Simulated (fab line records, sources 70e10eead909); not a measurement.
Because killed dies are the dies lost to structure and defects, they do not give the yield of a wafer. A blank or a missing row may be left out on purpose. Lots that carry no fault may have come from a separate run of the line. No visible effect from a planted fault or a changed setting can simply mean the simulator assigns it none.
Struck lot and sound lot, side by side -- flow nand-harc -- 14 out of 1302 route steps
Sound: the wafers L667.1, L667.2, L667.6. Wafers struck: L671.1, L671.4, L671.5. The cause is given at the end.
Each step with rows lists, per side, the tool, then ch with its chambers, then its first start. Under that, the readings that differ: sound wafers -- struck wafers -- difference of the means -- sigmas: that difference in standard deviations of wafers without a fault.
alike: words and numbers the same on both sides, and readings whose means are apart by under 2 such deviations; not compared: readings that were withheld, readings missing a value for some wafer, numbers with overlapping values and no deviation given by the record, and bounds like >300 which may hide the same value.
A row with sigmas, a row that says differs or no value, or rows on one side alone: a step with any of these is where the two part. Numbers that don't overlap but have no deviation are shown without sigmas and don't part them. A reading that every wafer of one side lacks parts them only if that side has two wafers or more.

NHARC_A_DECK1_JOINT_INSPECT_05:
  sound: defect-inspect-01 at day 13 00:34; struck: defect-inspect-01 at day 15 15:31
  alike: raw-defect-count
then, no rows for these wafers at 1 step: NHARC_A_ONON_D2_DEP_00 (target thk 1000 nm).
NHARC_A_ONON_D2_THK_MEAS_02: measures by ellipsometry.
  sound: film-metro-01 at day 13 01:09; struck: film-metro-01 at day 15 16:07
  alike: thk-nm
then, no rows for these wafers at 1 step: NHARC_A_ONON_D2_DEP_03 (target thk 1000 nm).
NHARC_A_ONON_D2_THK_MEAS_05: measures by ellipsometry.
  sound: film-metro-01 at day 13 01:43; struck: film-metro-01 at day 15 16:40
  alike: thk-nm
then, no rows for these wafers at 1 step: NHARC_A_ONON_D2_DEP_06 (target thk 1000 nm).
NHARC_A_ONON_D2_THK_MEAS_08: measures by ellipsometry.
  sound: film-metro-01 at day 13 02:17; struck: film-metro-01 at day 15 17:15
  alike: thk-nm
then, no rows for these wafers at 1 step: NHARC_A_ONON_D2_DEP_09 (target thk 1000 nm).
NHARC_A_ONON_D2_THK_MEAS_11: measures by ellipsometry.
  sound: film-metro-01 at day 13 02:51; struck: film-metro-02 at day 15 17:48
reading,sound,struck,difference,sigmas
thk-nm (nm),1017 1018 1015,996 997 997,-20,-2
then, no rows for these wafers at 1 step: NHARC_A_ONON_D2_DEP_12 (target thk 1000 nm).
NHARC_A_ONON_D2_THK_MEAS_14: measures by ellipsometry.
  sound: film-metro-01 at day 13 03:27; struck: film-metro-01 at day 15 18:22
reading,sound,struck,difference,sigmas
thk-nm (nm),1000 1000 1000,1020 1020 1020,+20,+3
then, 1 step without rows for these wafers: NHARC_A_ONON_D2_ANNEAL_15 (time 3600 s).
NHARC_A_ONON_D2_DEP_16: target thk 1000 nm.
  sound on pecvd-onon-01 ch 0, day 13 13:46; struck on pecvd-onon-01 ch 0, day 16 01:23
NHARC_A_ONON_D2_THK_MEAS_18: measures by ellipsometry.
  sound: film-metro-02 at day 13 14:16; struck: film-metro-02 at day 16 02:04
reading,sound,struck,difference,sigmas
thk-nm (nm),986 988 987,514 512 512,-474,-43
  not compared: hold

== WHERE THEY PART ==
Last at NHARC_A_ONON_D2_THK_MEAS_18 as far as this record goes, first at NHARC_A_ONON_D2_THK_MEAS_11.

WHY: the cause the simulator had injected
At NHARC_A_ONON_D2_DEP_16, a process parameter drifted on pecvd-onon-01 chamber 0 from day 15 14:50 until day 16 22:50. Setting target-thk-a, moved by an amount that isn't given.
